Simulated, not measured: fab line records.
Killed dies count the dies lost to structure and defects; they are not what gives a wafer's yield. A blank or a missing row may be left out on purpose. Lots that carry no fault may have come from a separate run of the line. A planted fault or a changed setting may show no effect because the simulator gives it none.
Struck lot and sound lot, side by side -- flow n5 finfet -- 36 out of 1938 route steps
Sound: these wafers, L495.3, L495.4, L495.6. Wafers struck: L511.1, L511.2, L511.5. The cause is named last.
Per side, at each step with rows, come the tool, then ch with its chambers, and then its first start. Under that, the readings that differ: sound wafers -- struck wafers -- difference of the means -- sigmas: that difference in standard deviations of wafers without a fault.
alike: a reading whose means differ by less than 2 such deviations, as well as words and numbers matching on both sides. not compared: withheld readings; readings where some wafer has no value; bounds like >300 that might hide an equal value; numbers whose values overlap and for which the record gives no deviation.
Wherever a step has rows on one side only, a row that says differs or no value, or a row with sigmas, the two part there. Non-overlapping numbers with no deviation appear without sigmas and do not part them. Lack of a reading on every wafer of one side parts them only where that side has two or more wafers.

first, 9 steps without rows for these wafers: N5_ILD0_PRECLEAN_10 (cleans in NF3:NH3, afs cycles 5, time 20 s, sublimation time 60 s); N5_ILD0_ALD_15 (deposits SiNx, target thk 24 nm, pulse time 1 s, ald cycles 480); N5_ILD0_CMP_12 (polishes SiNx, stops on poly-Si, t overpolish 6 s, target thk 17.67 nm); N5_SDB_HM_DEP_00 (deposits SiNx from SiH4/NH3/N2, target thk 40 nm, time 35.3 s); N5_SDB_COAT_03 (time 60 s, resist thk 100 nm); N5_SDB_COAT_04 (time 60 s, resist thk 18 nm); N5_SDB_COAT_05 (resist thk 90 nm); N5_SDB_EBR_07; N5_SDB_SOFTBAKE_06 (time 60 s).
N5_SDB_EXPOSE_08: exposes mask SDB.
  sound on arfi scanner-02 ch 0, day 4 03:50; struck on arfi scanner-02 ch 0, day 8 00:07
reading,sound,struck,difference,sigmas
model.SDB.overlay x nm (nm),0.4 0.4 0.4,12.4 12.4 12.4,+12.0,
  alike: mask, focus offset nm
then, 2 steps without rows for these wafers: N5_SDB_PEB_09 (peb time 60 s); N5_SDB_DEVELOP_10 (develop time 30 s).
N5_SDB_OVL_MEAS_12:
  sound on overlay-02 ch 0, day 4 03:58; struck on overlay-01 ch 0, day 8 00:16
reading,sound,struck,difference,sigmas
SDB_OVL (nm),0.8 1.3 0.9,12.3 11.9 12.9,+11.4,+15
then, 21 steps without rows for these wafers: N5_SDB_DESCUM_16 (chemistry O2, time 7.9 s); N5_SDB_ETCH_17 (etches SiARC in CF4, target depth 23.4 nm, time 39 s); N5_SDB_ETCH_18 (etches SOC in N2/H2, target depth 100 nm, overetch 20 nm, time 150 s); N5_SDB_STRIP_19 (strips in N2/H2); N5_SDB_STRIP_21 (strips in CF4); N5_SDB_HM_OPEN_20 (chemistry CH3F/O2, target SiNx, stops on poly-Si, target depth 24 nm); N5_SDB_STRIP_22 (strips in N2/H2); N5_SDB_PRECLEAN_23 (cleans in dHF, time 30 s); N5_SDB_DUMMY_REMOVE_24 (chemistry TMAH, target poly-Si, stops on SiO2, target depth 142 nm, time 57 s, rinse time 30 s); N5_SDB_ETCH_25 (etches SiO2 in C4F6/O2, target depth 10 nm, time 3.3 s); N5_SDB_CUT_ETCH_26 (etches Si in HBr/Cl2/O2, target depth 129.6 nm, bt time 20 s, time 51.8 s); N5_SDB_PRECLEAN_38 (cleans in dHF, time 10 s); N5_SDB_PRECLEAN_39 (cleans in O3/DIW, time 45 s); N5_SDB_SRD_28 (time 30 s); N5_SDB_ALD_29 (deposits SiNx, target thk 30 nm, pulse time 1 s, ald cycles 600); N5_SDB_CMP_30 (polishes, stops on poly-Si, t overpolish 1.54 s, target thk 30 nm); N5_DUMMY_REMOVAL_HM_STRIP_01 (strips SiNx in CH3F/O2, stops on poly-Si, target depth 4 nm, time 6.8 s); N5_DUMMY_REMOVAL_STRIP_10 (strips in N2/H2, time 40 s); N5_DUMMY_REMOVAL_PRECLEAN_07 (cleans in dHF, time 30 s); N5_DUMMY_REMOVAL_DUMMY_REMOVE_02 (chemistry TMAH, target poly-Si, stops on SiO2, target depth 142 nm, time 57 s, rinse time 30 s); N5_DUMMY_REMOVAL_PRECLEAN_08 (cleans in NF3:NH3, afs cycles 2, time 20 s, sublimation time 60 s).
-- a jump in the record: the struck wafers' starts before and after are 4 days apart (it breaks off in module DUMMY_REMOVAL and resumes in module BEOL_M4, where the first step shown is number 1111 of the route) --
N5_BEOL_M4_RC_MEAS_101:
  sound on prober-02 ch 0, day 8 06:23; struck on prober-02 ch 0, day 12 06:09
reading,sound,struck,difference,sigmas
DIBL_N (mV/V),33.7 35.1 32.8,37.9 37.6 36.2,+3.4,+2
  alike: DIBL_P, IOFF_N, IOFF_P, ION_N, ION_P, SS_N, SS_P, VT_N, VT_P
-- record jumps: 6 days separate the struck wafers' starts on either side; left off in module BEOL_M4, taken up again in module PASSIVATION, whose first shown step is the route's number 1936 --
N5_PASSIVATION_PROBE_49:
  struck on prober-01, day 18 17:55; sound on prober-01, day 12 19:32
reading,sound,struck,difference,sigmas
defect limited yield (%),92.7 90.1 89.9,0 0 0,-91,-65
killed_at_M0_to_M3,38 48 59,26 32 21,-22,-2
killed at front end,30 41 38,1144 1120 1142,+1099,+99 or more
killed dies,86 117 119,1180 1180 1180,+1073,+67
killed on rim,9 12 12,152 152 152,+141,+41
sort_bin_5_function (%),4.5 5.3 6.1,50.3 51.5 49.3,+45.1,+50
sort n pass,1094 1063 1061,0 0 0,-1073,-67
sort yield pct (%),92.7 90.1 89.9,0 0 0,-91,-65
  alike: killed_at_M4_up, killed at contacts, killed at other, killed open, killed short, sort_bin_6_memory

WHERE THEY PART
First at N5_SDB_OVL_MEAS_12; last, within this record, at N5_PASSIVATION_PROBE_49.

WHY: what had been put in by the simulator
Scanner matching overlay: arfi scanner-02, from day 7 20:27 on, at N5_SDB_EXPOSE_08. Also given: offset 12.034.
